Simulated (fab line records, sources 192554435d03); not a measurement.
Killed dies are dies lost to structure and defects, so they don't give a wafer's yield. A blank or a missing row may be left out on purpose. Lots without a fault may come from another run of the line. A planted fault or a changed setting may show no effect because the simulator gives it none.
Chamber matching | flow n5_finfet | N5_MOL_CONTACT_COAG_ETCH_106 on rie_diel-01: 4 sister chambers
The step etches SOC in N2/H2, target depth 80 nm, overetch 16 nm, time 120 s. 8 wafers are shown with their chamber, then 7 later ones without.

WAFERS WITH THEIR CHAMBER
wafer  | chamber | drypump_motor_current_A (A) | throttle_valve_pct (%)
L074.4 | 3       | 6.1                         | 17.36
L080.5 | 1       | 6.3                         | 17.85
L083.5 | 3       | 6.1                         | 17.39
L085.2 | 1       | 6.3                         | 17.87
L085.3 | 0       | 4.8                         | 18.19
L085.5 | 2       | 5.8                         | 17.68
L090.1 | 0       | 4.9                         | 18.21
L090.2 | 2       | 5.8                         | 17.68

WAFERS WITHOUT THEIR CHAMBER
wafer  | drypump_motor_current_A (A) | throttle_valve_pct (%)
L090.6 | 6.1                         | 17.42
L094.1 | 6.1                         | 17.45
L094.2 | 4.8                         | 18.21
L094.4 | 5.8                         | 17.69
L097.2 | 6.1                         | 17.46
L097.3 | 4.9                         | 18.23
L097.6 | 5.8                         | 17.72

WHICH CHAMBER EACH WENT THROUGH
wafer  | from the rows above | in truth
L090.6 | 3                   | 3
L094.1 | 3                   | 3
L094.2 | 0                   | 0
L094.4 | 2                   | 2
L097.2 | 3                   | 3
L097.3 | 0                   | 0
L097.6 | 2                   | 2
Placed correctly: 7 of 7. Can't be placed from these rows: 0. Placed wrongly: 0.
How it was worked out, from the rows above alone: a wafer's distance from a chamber is the root of the sum, over the readings, of the square of ((its reading less the chamber's mean) divided by the reading's scatter). The wafer belongs to the nearest chamber; if the next one is less than 2 further off, it can't be placed. A chamber's mean is the mean of its shown wafers. The scatter: the root of (the sum of the squares of (reading less its chamber's mean) over the shown wafers, divided by (wafers less chambers)).
